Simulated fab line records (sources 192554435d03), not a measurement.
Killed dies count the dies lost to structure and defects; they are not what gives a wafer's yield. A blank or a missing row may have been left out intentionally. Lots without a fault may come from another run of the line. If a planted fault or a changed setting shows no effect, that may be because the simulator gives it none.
Which tool did it? :: flow n5-finfet :: Sampling: 10 lots, 30 wafers, 3 of 1938 route steps

WHAT THE GAUGES READ, wafer by wafer
N5_PASSIVATION_OVL_MEAS_63.
lot: L329
measured: day 12 14:01
on: overlay-02
PAD_OVL (nm): -1 0 -2

lot: L330
measured: day 12 14:22
on: overlay-02
PAD_OVL (nm): -5 4 2

lot: L333
measured: day 12 18:46
on: overlay-02
PAD_OVL (nm): -3 -5 7

lot: L334
measured: day 13 05:56
on: overlay-01
PAD_OVL (nm): -11 -7 2

lot: L336
measured: day 14 05:58
on: overlay-01
PAD_OVL (nm): -6 -4 -5

lot: L338
measured: day 14 04:06
on: overlay-01
PAD_OVL (nm): 5 1 3

lot: L339
measured: day 14 22:55
on: overlay-02
PAD_OVL (nm): 6 8 7

lot: L340
measured: day 15 05:33
on: overlay-02
PAD_OVL (nm): -2 3 0

lot: L346
measured: day 17 00:24
on: overlay-02
PAD_OVL (nm): 0 0 3

lot: L348
measured: day 17 09:10
on: overlay-02
PAD_OVL (nm): -7 -4 -12

EACH LOT AND THE TOOL THAT RAN IT (in order: tool; ch and the chambers of the sampled wafers; start)
lot: L329
N5_BEOL_M1_ETCH_77: rie-diel-02 ch 0,1,3, day 6 03:51
N5_PASSIVATION_STRIP_14: rie-diel-05 ch 2,3, day 12 12:34

lot: L330
N5_BEOL_M1_ETCH_77: rie-diel-02 ch 0,1,3, day 6 10:12
N5_PASSIVATION_STRIP_14: rie-diel-06 ch 0,1, day 12 13:18

lot: L333
N5_BEOL_M1_ETCH_77: rie-diel-02 ch 0,1,3, day 6 20:49
N5_PASSIVATION_STRIP_14: rie-diel-02 ch 0,1,2, day 12 17:31

lot: L334
N5_BEOL_M1_ETCH_77: rie-diel-05 ch 0,2,3, day 7 12:01
N5_PASSIVATION_STRIP_14: rie-diel-02 ch 0,1,2, day 13 04:34

lot: L336
N5_BEOL_M1_ETCH_77: rie-diel-02 ch 0,1, day 7 21:13
N5_PASSIVATION_STRIP_14: rie-diel-06 ch 1,2, day 14 04:17

lot: L338
N5_BEOL_M1_ETCH_77: rie-diel-05 ch 0,2,3, day 8 11:07
N5_PASSIVATION_STRIP_14: rie-diel-06 ch 0,1,3, day 14 02:46

lot: L339
N5_BEOL_M1_ETCH_77: rie-diel-02 ch 0,1,2, day 8 18:33
N5_PASSIVATION_STRIP_14: rie-diel-06 ch 0,2,3, day 14 21:52

lot: L340
N5_BEOL_M1_ETCH_77: rie-diel-02 ch 1,2, day 8 23:06
N5_PASSIVATION_STRIP_14: rie-diel-05 ch 2,3, day 15 04:38

lot: L346
N5_BEOL_M1_ETCH_77: rie-diel-02 ch 0,2, day 10 09:56
N5_PASSIVATION_STRIP_14: rie-diel-05 ch 0,1,2, day 16 23:05

lot: L348
N5_BEOL_M1_ETCH_77: rie-diel-05 ch 1,2,3, day 10 23:47
N5_PASSIVATION_STRIP_14: rie-diel-06 ch 1,3, day 17 08:15
- N5_BEOL_M1_ETCH_77: etches underlayer in N2/H2, target depth 6.5 nm, time 5.2 s.
- N5_PASSIVATION_STRIP_14: strips in O2.

THE ANSWER, worked out from the rows above alone
Rule: usual is defined by the lots themselves. Put in order of their means at a reading, lots are off if they are a third of the lots or fewer, leave a main group of 4 or more, and stand apart from it by a gap of 3 or more times the standard deviation of the main group's means; of several such gaps the widest counts. The tables above print the reading to a certain number of digits; a main group whose means all agree to those digits is not used. Also off: a lot with no number at a reading for which 4 or more lots have one. The other lots that the step has rows for count as sound.
Nothing can be told from this: no lot is off at any reading shown.

WHAT HAD BEEN PUT IN BY THE SIMULATOR
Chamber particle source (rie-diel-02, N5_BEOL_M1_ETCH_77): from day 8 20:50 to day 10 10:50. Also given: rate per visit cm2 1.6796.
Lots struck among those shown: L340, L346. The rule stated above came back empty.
